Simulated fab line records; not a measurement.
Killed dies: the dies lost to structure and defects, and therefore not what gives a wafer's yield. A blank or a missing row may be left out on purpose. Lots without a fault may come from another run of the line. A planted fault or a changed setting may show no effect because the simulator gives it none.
Which of the tools did it? | flow n5Finfet | 10 lots, 30 wafers sampled, at 5 steps of a route of 1938

## WHAT EACH GAUGE READ, for each wafer
N5_BEOL_M1_THK_MEAS_01. Usual: for M1_ILD_THK the level is 78.6 nm and the standard deviation is 1.
lot  | measured     | on           | M1_ILD_THK (nm) | flag
L893 | day 6 14:45  | filmMetro-01 | 78.2 78.5 79.9  | 
L894 | day 6 19:49  | filmMetro-01 | 77.3 79.0 78.8  | 
L895 | day 6 22:50  | filmMetro-01 | 77.7 77.6 80.1  | 
L896 | day 7 10:59  | filmMetro-01 | 78.3 77.6 78.0  | 
L897 | day 7 11:30  | filmMetro-02 | 78.2 79.7 79.9  | 
L898 | day 7 20:23  | filmMetro-02 | 76.6 78.5 77.7  | 
L901 | day 8 17:28  | filmMetro-02 | 78.1 79.8 78.4  | 
L905 | day 9 11:47  | filmMetro-02 | 77.5 78.1 79.0  | 
L908 | day 10 06:19 | filmMetro-02 | 79.0 79.1 79.8  | 
L909 | day 10 11:46 | filmMetro-02 | 78.4 78.0 79.2  | 

N5_BEOL_M1_OVL_MEAS_12. Usual: for M1_OVL the level is 0.5 nm and the standard deviation is 0.62.
lot  | measured     | on         | M1_OVL (nm)    | flag
L893 | day 6 17:05  | overlay-02 | 0.7 -0.1 -0.6  | 
L894 | day 6 21:53  | overlay-01 | -0.1 1.0 0.7   | 
L895 | day 7 01:43  | overlay-01 | 0.8 0.7 -0.1   | 
L896 | day 7 12:05  | overlay-02 | 1.9 1.7 0.7    | 
L897 | day 7 12:21  | overlay-02 | -0.2 -0.2 -0.8 | 
L898 | day 7 20:56  | overlay-01 | -0.4 0.9 0.5   | 
L901 | day 8 19:23  | overlay-02 | 0.9 1.7 0.0    | 
L905 | day 9 13:01  | overlay-01 | 0.7 0.1 1.1    | 
L908 | day 10 07:36 | overlay-02 | 1.5 1.2 0.8    | 
L909 | day 10 12:57 | overlay-01 | 0.6 0.8 0.2    | 

N5_BEOL_M4_RC_MEAS_101. Usual: DIBL_N 36.0 mV/V, standard deviation 1.8; DIBL_P 36.3 mV/V, standard deviation 2.4; IOFF_N 0.16 nA/um, standard deviation 0.035; IOFF_P 0.21 nA/um, standard deviation 0.036; ION_N 673 uA/um, standard deviation 13; ION_P 461 uA/um, standard deviation 7.2; SS_N 71.4 mV/dec, standard deviation 0.6; SS_P 73.2 mV/dec, standard deviation 0.7; VT_N 250 mV, standard deviation 4; VT_P -250.9 mV, standard deviation 2.9.
lot  | measured     | on        | DIBL_N (mV/V)  | DIBL_P (mV/V)  | IOFF_N (nA/um) | IOFF_P (nA/um) | ION_N (uA/um) | ION_P (uA/um) | SS_N (mV/dec)  | SS_P (mV/dec)  | VT_N (mV)   | VT_P (mV)            | flag
L893 | day 8 23:30  | prober-01 | 36.3 35.8 38.5 | 37.4 37.5 40.0 | 0.17 0.16 0.23 | 0.21 0.22 0.26 | 683 672 702   | 462 468 475   | 71.5 70.7 71.8 | 73.8 72.9 73.9 | 248 250 245 | -249.2 -247.8 -246.1 | 
L894 | day 9 03:07  | prober-02 | 34.3 34.0 32.7 | 33.5 32.9 30.7 | 0.16 0.14 0.12 | 0.21 0.19 0.16 | 678 670 653   | 463 459 461   | 70.8 71.3 71.3 | 73.2 72.7 72.2 | 246 250 252 | -247.1 -249.6 -251.3 | 
L895 | day 9 10:52  | prober-02 | 33.9 37.5 35.4 | 34.9 37.1 36.2 | 0.13 0.19 0.15 | 0.17 0.20 0.19 | 674 668 678   | 461 455 470   | 70.4 72.0 71.5 | 73.2 73.4 73.2 | 254 248 249 | -250.4 -251.0 -250.7 | 
L896 | day 10 02:00 | prober-02 | 32.7 34.2 35.7 | 32.6 34.1 37.3 | 0.10 0.12 0.15 | 0.14 0.16 0.20 | 643 663 692   | 446 453 471   | 70.0 71.5 71.5 | 71.9 72.7 73.3 | 259 255 248 | -257.7 -254.1 -249.6 | 
L897 | day 9 23:12  | prober-01 | 35.3 35.7 32.9 | 37.0 36.7 34.1 | 0.15 0.15 0.11 | 0.20 0.20 0.16 | 675 666 668   | 464 459 465   | 71.0 71.3 71.0 | 73.5 73.3 72.7 | 249 253 255 | -252.4 -251.4 -253.0 | 
L898 | day 10 07:46 | prober-02 | 36.7 36.1 37.2 | 37.7 36.2 37.3 | 0.18 0.16 0.17 | 0.24 0.20 0.22 | 675 673 670   | 466 461 464   | 71.9 71.7 72.3 | 74.2 74.1 74.1 | 250 252 252 | -244.6 -250.6 -246.3 | 
L901 | day 11 04:19 | prober-02 | 36.3 34.5 36.6 | 37.7 34.6 37.1 | 0.18 0.15 0.19 | 0.22 0.18 0.21 | 682 671 683   | 457 456 464   | 71.2 70.8 71.7 | 74.1 72.5 73.6 | 248 248 244 | -251.5 -252.5 -253.3 | 
L905 | day 11 10:08 | prober-02 | 35.4 36.7 34.1 | 34.5 35.9 33.8 | 0.16 0.19 0.14 | 0.22 0.23 0.20 | 674 676 674   | 466 461 462   | 71.8 71.8 71.0 | 73.3 73.2 72.8 | 249 248 249 | -246.7 -249.6 -249.5 | 
L908 | day 12 16:12 | prober-02 | 35.5 34.0 36.1 | 37.7 35.7 37.6 | 0.18 0.14 0.17 | 0.22 0.19 0.23 | 683 682 680   | 467 469 457   | 70.6 71.1 71.8 | 73.8 72.9 73.7 | 247 251 247 | -248.6 -251.5 -248.3 | 
L909 | day 12 22:46 | prober-01 | 37.1 35.1 37.7 | 38.5 35.2 38.7 | 0.16 0.12 0.17 | 0.23 0.20 0.24 | 678 664 680   | 465 463 470   | 71.7 71.3 71.9 | 73.3 72.1 73.4 | 251 257 250 | -248.7 -251.2 -249.4 | 

## WHAT TOOL EACH LOT RAN ON (gives the tool, then ch and the chambers of the sampled wafers, and finally the start)
lot  | N5_BEOL_M1_STRIP_19               | N5_BEOL_M1_COAT_76
L893 | rieDiel-02 ch 0,1,2, day 6 17:36  | lithoTrack-02 ch 0, day 6 17:43
L894 | rieDiel-03 ch 0,3, day 6 22:50    | lithoTrack-04 ch 0, day 6 22:58
L895 | rieDiel-03 ch 0,1,2, day 7 02:16  | lithoTrack-03 ch 0, day 7 02:22
L896 | rieDiel-02 ch 0,1,3, day 7 12:37  | lithoTrack-02 ch 0, day 7 12:44
L897 | rieDiel-03 ch 0,1,3, day 7 12:48  | lithoTrack-02 ch 0, day 7 12:55
L898 | rieDiel-03 ch 0,2,3, day 7 21:28  | lithoTrack-02 ch 0, day 7 21:34
L901 | rieDiel-03 ch 1,2,3, day 8 19:50  | lithoTrack-02 ch 0, day 8 19:56
L905 | rieDiel-02 ch 0,2,3, day 9 13:28  | lithoTrack-02 ch 0, day 9 13:34
L908 | rieDiel-02 ch 0,1,2, day 10 08:03 | lithoTrack-02 ch 0, day 10 08:10
L909 | rieDiel-04 ch 0,2, day 10 13:24   | lithoTrack-02 ch 0, day 10 13:31
- N5_BEOL_M1_STRIP_19: strips in O2.
- N5_BEOL_M1_COAT_76: time 60 s, resist thk 5 nm.

## WHAT THE TOOLS THEMSELVES READ (means of the sampled wafers that have a number; where no wafer has one, the mark that the record gives instead)
N5_BEOL_M1_STRIP_19. Usual: drypumpMotorCurrentA 5.8 A, standard deviation 0.34; oesProductAu 0.78 a.u., standard deviation 0.08; rfVppV 3.7 V, standard deviation 0.49; showerheadPlenumPTorr 2.08 Torr, standard deviation 0.075; throttleValvePct 16.63 %, standard deviation 0.24.
lot  | tool       | drypumpMotorCurrentA (A) | oesProductAu (a.u.) | rfVppV (V) | showerheadPlenumPTorr (Torr) | throttleValvePct (%) | flag
L893 | rieDiel-02 | 5.9                      | 0.70                | 3.3        | 2.10                         | 16.76                | 
L894 | rieDiel-03 | 5.8                      | 0.82                | 4.0        | 2.08                         | 16.45                | 
L895 | rieDiel-03 | 5.9                      | 0.81                | 3.3        | 2.04                         | 16.48                | 
L896 | rieDiel-02 | 5.6                      | 0.70                | 3.6        | 2.07                         | 16.85                | 
L897 | rieDiel-03 | 5.7                      | 0.79                | 3.4        | 2.10                         | 16.49                | 
L898 | rieDiel-03 | 5.8                      | 0.78                | 3.7        | 2.07                         | 16.59                | 
L901 | rieDiel-03 | 5.8                      | 0.75                | 4.1        | 2.09                         | 16.63                | 
L905 | rieDiel-02 | 5.5                      | 0.81                | 3.9        | 2.08                         | 16.80                | 
L908 | rieDiel-02 | 5.9                      | 0.90                | 3.3        | 2.09                         | 16.49                | 
L909 | rieDiel-04 | 5.6                      | 0.70                | 3.0        | 2.00                         | 16.76                | 

N5_BEOL_M1_COAT_76. Usual: heaterPowerTotalW 391.7 W, standard deviation 1.2; runLengthS 66.07 s, standard deviation 0.21.
lot  | tool          | heaterPowerTotalW (W) | runLengthS (s) | flag
L893 | lithoTrack-02 | 390.5                 | 66.20          | 
L894 | lithoTrack-04 | 392.8                 | 66.17          | 
L895 | lithoTrack-03 | 392.2                 | 65.91          | 
L896 | lithoTrack-02 | 392.0                 | 66.19          | 
L897 | lithoTrack-02 | 391.1                 | 66.16          | 
L898 | lithoTrack-02 | 392.2                 | 66.15          | 
L901 | lithoTrack-02 | 391.7                 | 66.14          | 
L905 | lithoTrack-02 | 392.7                 | 66.19          | 
L908 | lithoTrack-02 | 555.5                 | 40.32          | OFF
L909 | lithoTrack-02 | 552.9                 | 40.26          | OFF

## THE ANSWER, worked out from the rows above alone
Rule: a lot counts as off when the mean over its wafers that have a number is more than 3 standard deviations away from the usual mean. A lot without any number at a reading at which 4 lots or more have one is off too. The other lots that the step has rows for count as sound. After the gauges, taken in route order, come the tools' own readings; for these a lot's mean is taken, as printed above. The first step at which some lot is off is used, and at that step the reading that is off furthest; a lot without a number counts as furthest.
Off: L908, L909, at N5_BEOL_M1_COAT_76 (heaterPowerTotalW).
A tool fits if, at that step or a process step before it, it ran every lot that is off, and no sound lot after the first of them. One fits: lithoTrack-02 at N5_BEOL_M1_COAT_76. A fault onset in the window from L905 (day 9 13:34, its last sound lot) to L908 (day 10 08:10, its first lot off) fits.
The tool's own readings at N5_BEOL_M1_COAT_76 bear it out: on the lots that are off they differ by more than 5 times the standard deviation of the sound lots' means. heaterPowerTotalW reads 554.2 W there against 391.9 W on the sound lots; runLengthS reads 40.29 s there against 66.14 s on the sound lots.

## WHAT THE SIMULATOR HAD PUT IN
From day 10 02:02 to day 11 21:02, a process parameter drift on lithoTrack-02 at N5_BEOL_M1_COAT_76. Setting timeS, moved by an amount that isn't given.
Shown lots that were struck: L908, L909. This agrees with what the rule above found.
